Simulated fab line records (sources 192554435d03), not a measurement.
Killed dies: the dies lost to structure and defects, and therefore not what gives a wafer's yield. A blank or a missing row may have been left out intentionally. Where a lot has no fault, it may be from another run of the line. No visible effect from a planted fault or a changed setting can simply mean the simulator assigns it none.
A struck lot beside a sound one :: flow n5Finfet :: 19 out of 1938 route steps
Sound: the wafers L214.2, L214.5, L214.6. The struck wafers were L223.1, L223.3, L223.4. The cause comes at the end.
For every step that has rows: the tool of each side, followed by ch and its chambers, followed by its first start. Under that, the readings that differ: sound wafers :: struck wafers :: difference of the means :: sigmas: that difference in standard deviations of wafers without a fault.
alike: readings whose means differ by less than 2 such deviations, and words and numbers that are the same on both sides. not compared: withheld readings, readings that some wafer has no value for, bounds like >300 that may hide the same value, and numbers for which the record gives no deviation and whose values overlap.
A row with sigmas, a row that says differs or no value, or rows on one side alone: a step with any of these is where the two part. Non-overlapping numbers with no deviation appear without sigmas and do not part them. A reading that every wafer of one side lacks parts them only if that side has two wafers or more.

N5_BEOL_M14_CMP_49: polishes, stops on SiO2, t overpolish 5.2 s, target thk 560 nm.
  sound on cmp-01 ch 0,2,3, day 16 07:31; struck on cmp-04 ch 0,2,3, day 18 11:29
  alike: barrierFieldEndpointS, motorCurrentA, overpolishRunS, timeToEndpointS
N5_BEOL_M14_THK_MEAS_50: measures by xrf.
  struck on filmMetro-01, day 18 11:44; sound on filmMetro-02, day 16 07:44
  alike: M14_THK
then, 1 step without rows for these wafers: N5_BEOL_M14_PRE_CLEAN_52 (time 15 s).
N5_BEOL_M14_DEP_53: deposits SiCN from 3MS/NH3, target thk 50 nm, time 17.8 s.
  sound on pecvd-04 ch 0,2, day 16 07:47; struck on pecvd-04 ch 0,1, day 18 11:48
reading: rfFwdPowerW (W)
sound: 665.7 661.9 666.5
struck: 669.4 669.8 670.7
difference: +5.3
sigmas: +2
  alike: showerheadPlenumPTorr, throttleValvePct
N5_BEOL_M14_RS_MEAS_54: measurement is done with a four-point probe.
  struck on filmMetro-01, day 18 11:52; sound on filmMetro-01, day 16 07:52
  alike: M14_RS
N5_BEOL_M14_INSPECT_55: inspects for defects (darkfield).
  struck on defectInspect-02, day 18 11:53; sound on defectInspect-02, day 16 07:53
  alike: rawDefectCount
N5_BEOL_M15_ILD_DEP_00: deposits SiO2 from TEOS/O2, target thk 1629.3 nm, time 346.1 s.
  sound on pecvd-02 ch 0,1, day 16 07:55; struck on pecvd-04 ch 1,2, day 18 11:56
  alike: heaterPowerW, rfFwdPowerW, showerheadPlenumPTorr, throttleValvePct
N5_BEOL_M15_THK_MEAS_01:
  struck on filmMetro-01, day 18 12:11; sound on filmMetro-02, day 16 08:10
  alike: M15_ILD_THK
then, 4 steps without rows for these wafers: N5_BEOL_M15_COAT_58 (time 60 s, resist thk 89 nm); N5_BEOL_M15_COAT_04 (resist thk 800 nm); N5_BEOL_M15_EBR_06; N5_BEOL_M15_SOFTBAKE_05 (time 60 s).
N5_BEOL_M15_EXPOSE_07: exposes mask V14.
  sound on krfScanner-01 ch 0, day 16 08:26; struck on krfScanner-01 ch 0, day 18 12:19
reading: exposureDoseMJCm2
sound: 41.28 41.25 41.24
struck: 38.97 38.95 38.99
difference: -2.29
sigmas: -50
  alike: mask
then, 3 steps without rows for these wafers: N5_BEOL_M15_PEB_08 (peb time 90 s); N5_BEOL_M15_DEVELOP_09 (develop time 45 s); N5_BEOL_M15_HARDBAKE_14 (time 120 s).
N5_BEOL_M15_CD_MEAS_10: target cd 360 nm.
  sound on cdSem-03 ch 0, day 16 08:36; struck on cdSem-03 ch 0, day 18 12:29
reading: cdNm (nm)
sound: 361.2 358.8 359.6
struck: 352.6 351.5 351.9
difference: -7.9
sigmas: -4
N5_BEOL_M15_OVL_MEAS_11:
  sound on overlay-02 ch 0, day 16 08:38; struck on overlay-02 ch 0, day 18 12:31
  alike: V14_OVL
after that, 1 step had no rows for these wafers: N5_PASSIVATION_PROBE_49.

WHERE THEY PART
First at N5_BEOL_M14_DEP_53; last, within this record, at N5_BEOL_M15_CD_MEAS_10. Later steps at which nothing parts them and some readings are alike: N5_BEOL_M15_OVL_MEAS_11.

WHY: whatever the simulator had introduced
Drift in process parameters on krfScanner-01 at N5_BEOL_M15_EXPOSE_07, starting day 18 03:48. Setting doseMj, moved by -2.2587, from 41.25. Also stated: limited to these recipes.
